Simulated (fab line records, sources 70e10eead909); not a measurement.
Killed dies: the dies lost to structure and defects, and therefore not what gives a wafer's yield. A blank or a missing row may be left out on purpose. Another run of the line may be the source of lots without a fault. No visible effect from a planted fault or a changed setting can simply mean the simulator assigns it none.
fab line records	flow nand-harc	part 2 of 2: steps 5 to 6 of 6
[record] lots = 24	wafers = 72	last-day = 24
route steps=1159 shown A_SLIT@793 A_WL_FILL@824 A_CONTACT@860
lots that met no fault: from a run of the same line without faults
start-h: hours from the record's first day to the start of the lot's first wafer shown	wait-h: hours from the lot's prior step to this one	" unchanged from the row above	L1.1+2: several wafers, shown together as one row	- no value, or no start given	* or withheld: withheld	< > ~ a bound
route shown NAME@n: a module of which the file shows steps, and the number in the route of the first	usual: mean and standard deviation over wafers with no fault	same: alike in all rows	chamber/n: place in a boat	sites: each site's reading	_std_site: the standard deviation of these	_edge_site: outer sites' mean less inner sites'	radius-mm: how far each site lies from the wafer's centre	mask NAME#n: copy n	behind: the last tool/chamber to shape the wafer	hold: why the lot was held/for how many hours/how that ended	device: which transistor (n, p or np) failed to switch	end of line: tests run on the same wafers once the route is complete	where a step has no rows: the recipe by itself	killed: dies lost to structure and defects at the first sort, not the wafer's yield	map: dies across one wafer; x = killed, . = not, _ = none there
set.NAME: the setting that was run; set.NAME@STEP: the one run at that earlier step	model.NAME: the simulator's own value behind a step, which no gauge read
steps of the route over a sample of lots; a table a step, a row a wafer
services: from which hour (start-h, from the record's first day; less than 0 if before it) a tool's chamber was out of use, for how many hours, and why
[[steps]]
[step NHARC_A_CONTACT_ETCH_122]
[recipe] source-w = withheld	pressure-mtorr = 20	bias-v = 3000	time-s = 95	target-depth-a = 9300	ar-flow-sccm = withheld	c4f8-flow-sccm = withheld	o2-flow-sccm = withheld	chemistry = C4F8/O2/Ar
lot.wafer	tool	chamber	start-h	wait-h	rf-hours-counter-h
L074.2	har-cap-etch-03	1	372.26	0.1	84
L074.5	"	0	"	"	-
L074.6	"	1	"	"	-
L075.1	har-cap-etch-03	0	379.38	0.1	85
L075.5	"	0	"	"	-
L075.6	"	1	"	"	-
L078.1	har-cap-etch-01	1	381.80	0.1	58
L078.5	"	0	"	"	-
L078.6	"	1	"	"	-
L077.2	har-cap-etch-02	0	384.08	0.1	9
L077.3	"	0	"	"	-
L077.5	"	1	"	"	-
L076.2	har-cap-etch-01	0	385.23	0.1	59
L076.4	"	1	"	"	-
L076.6	"	0	"	"	-
L079.1	har-cap-etch-01	0	410.75	0.1	63
L079.2	"	1	"	"	63
L079.4	"	1	"	"	-
L080.1	har-cap-etch-02	1	412.50	0.1	14
L080.2	"	0	"	"	14
L080.5	"	0	"	"	-
L081.1	har-cap-etch-03	1	416.44	0.1	92
L081.4	"	0	"	"	-
L081.6	"	0	"	"	-
L083.2	har-cap-etch-03	0	422.93	0.1	93
L083.1	"	1	"	"	93
L083.5	"	1	"	"	-
L084.2	har-cap-etch-01	1	424.39	0.1	65
L084.3	"	1	"	"	-
L084.5	"	1	"	"	-
L082.1	har-cap-etch-02	1	428.38	0.1	18
L082.4	"	0	"	"	-
L082.6	"	1	"	"	-
L086.1	har-cap-etch-02	1	441.90	0.1	21
L086.3	"	0	"	"	-
L086.6	"	0	"	"	-
L087.3	har-cap-etch-03	0	444.54	0.1	-
L087.6	"	0	"	"	-
L087.5	"	1	"	"	-
L085.1	har-cap-etch-02	1	451.16	0.1	22
L085.6	"	0	"	"	-
L085.5	"	1	"	"	-
L089.2	har-cap-etch-02	1	457.32	0.1	23
L089.1	"	0	"	"	23
L089.5	"	1	"	"	-
L088.2	har-cap-etch-02	0	461.16	0.1	24
L088.1	"	1	"	"	24
L088.4	"	0	"	"	-
L090.1	har-cap-etch-03	1	464.52	0.1	102
L090.3	"	1	"	"	-
L090.6	"	1	"	"	-
L094.1	har-cap-etch-03	0	474.83	0.1	104
L094.4	"	1	"	"	-
L094.3	"	0	"	"	-
L092.1	har-cap-etch-01	0	478.17	0.1	74
L092.2	"	1	"	"	74
L092.4	"	1	"	"	-
L093.1	har-cap-etch-02	0	479.66	0.1	28
L093.3	"	0	"	"	-
L093.4	"	1	"	"	-
L091.1	har-cap-etch-02	0	491.14	0.1	29
L091.5	"	0	"	"	-
L091.6	"	1	"	"	-
L095.2	har-cap-etch-01	1	503.13	0.1	77
L095.1	"	0	"	"	77
L095.3	"	1	"	"	-
L096.2	har-cap-etch-03	1	503.51	0.1	110
L096.4	"	0	"	"	-
L096.6	"	1	"	"	-
L097.1	har-cap-etch-01	0	516.54	0.1	80
L097.3	"	0	"	"	-
L097.5	"	1	"	"	-
[step NHARC_A_CONTACT_STRIP_55]
[recipe] o2-flow-sccm = 500	ar-flow-sccm = 0	bias-w = 0	chemistry = O2
[usual] drypump-motor-current-A = 5.9/0.5	oes-product-au = 1.003/0.0086	rf-vpp-V = 57.5/0.93	showerhead-plenum-p-Torr = 3.46/0.13	throttle-valve-pct = 17.036/0.0089
lot.wafer	tool	chamber	start-h	wait-h	drypump-motor-current-A	oes-product-au	rf-hours-counter-h	rf-vpp-V	showerhead-plenum-p-Torr	throttle-valve-pct
L074.2	rie-diel-12	3	-	-	5.3	1.002	28	57.1	3.63	17.023
L074.6	"	0	"	"	5.5	1.005	-	58.1	3.28	17.026
L074.5	"	3	"	"	5.4	0.997	-	58.0	3.63	17.044
L075.1	rie-diel-10	0	-	-	5.8	0.989	5	56.8	3.39	17.029
L075.6	"	0	"	"	5.8	0.986	-	56.0	3.38	17.037
L075.5	"	1	"	"	5.4	1.001	-	58.3	3.67	17.032
L078.1	rie-diel-10	1	-	-	5.4	0.991	6	57.9	3.67	17.041
L078.5	"	2	"	"	5.0	0.998	-	57.8	3.39	17.031
L078.6	"	3	"	"	5.8	1.005	-	57.3	3.48	17.040
L077.3	rie-diel-13	3	-	-	6.2	1.002	40	57.5	3.45	17.027
L077.2	"	2	"	"	5.9	0.997	38	57.0	3.34	17.032
L077.5	"	0	"	"	5.7	1.006	-	57.8	3.51	17.041
L076.2	rie-diel-13	1	-	-	6.7	1.002	40	58.3	3.46	17.035
L076.4	"	2	"	"	5.9	1.015	38	57.4	3.34	17.037
L076.6	"	1	"	"	6.6	1.013	-	57.9	3.46	17.040
L079.2	rie-diel-13	1	-	-	6.7	1.009	49	58.2	3.46	17.034
L079.1	"	2	"	"	5.9	0.998	47	58.3	3.34	17.042
L079.4	"	3	"	"	6.2	1.014	49	56.5	3.44	17.057
L080.2	rie-diel-10	3	-	-	5.9	1.001	19	57.9	3.47	17.046
L080.1	"	1	"	"	5.4	0.992	18	56.4	3.67	17.043
L080.5	"	3	"	"	5.8	0.999	-	56.6	3.47	17.040
L081.1	rie-diel-10	0	-	-	5.7	0.998	21	57.4	3.38	17.028
L081.4	"	1	"	"	5.4	0.993	18	59.7	3.67	17.019
L081.6	"	0	"	"	5.8	0.997	-	56.5	3.38	17.037
L083.1	rie-diel-13	2	-	-	5.9	0.991	50	57.9	3.34	17.040
L083.2	"	3	"	"	6.2	0.994	54	57.4	3.44	17.050
L083.5	"	3	"	"	6.2	1.005	-	56.4	3.44	17.049
L084.2	rie-diel-10	2	-	-	5.0	0.987	23	56.7	3.38	17.030
L084.3	"	3	"	"	5.8	1.012	23	56.9	3.47	17.038
L084.5	"	0	"	"	5.7	1.001	-	56.5	3.37	17.048
L082.1	rie-diel-12	3	-	-	5.4	1.017	9	57.7	3.62	17.026
L082.4	"	1	"	"	6.6	1.003	9	57.0	3.44	17.027
L082.6	"	3	"	"	5.4	1.007	-	59.5	3.62	17.040
L086.3	rie-diel-10	0	-	-	5.7	0.989	33	56.9	3.37	17.028
L086.1	"	2	"	"	5.0	0.994	29	56.4	3.38	17.034
L086.6	"	0	"	"	5.7	0.994	-	59.6	3.37	17.048
L087.3	rie-diel-12	1	-	-	6.6	1.000	11	57.4	3.43	17.028
L087.6	"	2	"	"	6.3	1.000	-	58.5	3.74	17.032
L087.5	"	3	"	"	5.3	1.011	-	57.6	3.62	17.029
L085.1	rie-diel-12	2	-	-	6.3	0.989	12	59.3	3.73	17.029
L085.5	"	0	"	"	5.5	1.006	-	59.0	3.27	17.039
L085.6	"	1	"	"	6.6	1.003	-	57.6	3.44	17.036
L089.1	rie-diel-12	2	-	-	6.2	1.001	14	56.9	3.73	17.026
L089.2	"	3	"	"	5.4	1.017	14	58.2	3.62	17.025
L089.5	"	0	"	"	5.5	1.005	-	57.9	3.27	17.029
L088.1	rie-diel-13	1	-	-	6.7	1.002	1	56.1	3.45	17.012
L088.4	"	2	"	"	5.9	1.009	1	56.8	3.33	17.035
L088.2	"	3	"	"	6.2	1.009	1	58.7	3.43	17.010
L090.1	rie-diel-12	2	-	-	6.2	1.000	15	57.8	3.73	17.030
L090.3	"	3	"	"	5.4	1.003	16	59.0	3.62	17.034
L090.6	"	0	"	"	5.5	1.002	-	55.4	3.27	17.029
L094.1	rie-diel-13	1	-	-	6.7	0.997	6	57.6	3.45	17.033
L094.4	"	3	"	"	6.2	0.994	6	56.9	3.43	17.045
L094.3	"	0	"	"	5.7	1.016	6	58.4	3.49	17.047
L092.1	rie-diel-12	3	-	-	5.3	1.012	18	58.1	3.62	17.025
L092.2	"	1	"	"	6.6	1.009	17	56.2	3.43	17.050
L092.4	"	2	"	"	6.3	1.006	18	57.0	3.73	17.028
L093.4	rie-diel-12	1	-	-	6.7	0.995	17	57.5	3.43	17.027
L093.1	"	2	"	"	6.3	0.998	18	58.3	3.73	17.049
L093.3	"	3	"	"	5.4	1.006	19	57.5	3.62	17.051
L091.1	rie-diel-12	0	-	-	5.5	1.003	19	57.2	3.27	17.038
L091.6	"	0	"	"	5.5	1.001	-	57.9	3.27	17.032
L091.5	"	1	"	"	6.6	1.004	-	56.8	3.43	17.017
L095.3	rie-diel-13	2	-	-	5.9	1.000	18	57.2	3.32	17.050
L095.2	"	0	"	"	5.7	1.005	17	56.6	3.48	17.045
L095.1	"	1	"	"	6.6	0.994	18	57.0	3.44	17.039
L096.4	rie-diel-10	2	-	-	5.0	0.985	51	57.7	3.36	17.047
L096.2	"	1	"	"	5.4	1.010	45	57.6	3.65	17.038
L096.6	"	3	"	"	5.8	1.013	-	56.9	3.45	17.027
L097.1	rie-diel-13	1	-	-	6.7	1.010	22	57.4	3.44	17.052
L097.3	"	2	"	"	5.9	1.006	23	57.8	3.32	17.038
L097.5	"	3	"	"	6.2	1.009	-	56.8	3.42	17.024
[[services]]
tool	chamber	start-h	hours	kind
rie-diel-11	1	300.05	15.1	repair
rie-diel-11	0	304.34	5.0	repair
rie-diel-13	2	305.68	4.4	repair
har-cap-etch-02	-	305.85	17.0	pm
rie-diel-01	-	314.85	9.0	pm
rie-diel-12	0	341.87	4.2	repair
har-cap-etch-03	-	347.55	0.3	repair
rie-diel-10	-	354.16	9.0	pm
rie-diel-12	2	354.91	22.2	repair
rie-diel-13	-	375.21	2.7	repair
rie-diel-12	-	379.40	9.0	pm
rie-diel-13	2	381.87	3.8	repair
rie-diel-10	1	387.50	7.1	repair
rie-diel-04	-	393.66	0.3	repair
rie-diel-10	3	401.02	1.2	repair
rie-diel-10	1	425.89	3.1	repair
rie-diel-04	3	435.95	5.2	repair
rie-diel-10	-	441.10	0.4	repair
rie-diel-13	-	453.04	9.0	pm
rie-diel-04	-	466.22	9.0	pm
rie-diel-10	-	477.16	0.5	repair
rie-diel-10	3	488.32	7.0	repair
har-cap-etch-01	-	494.26	0.7	repair
rie-diel-10	1	494.55	10.0	repair
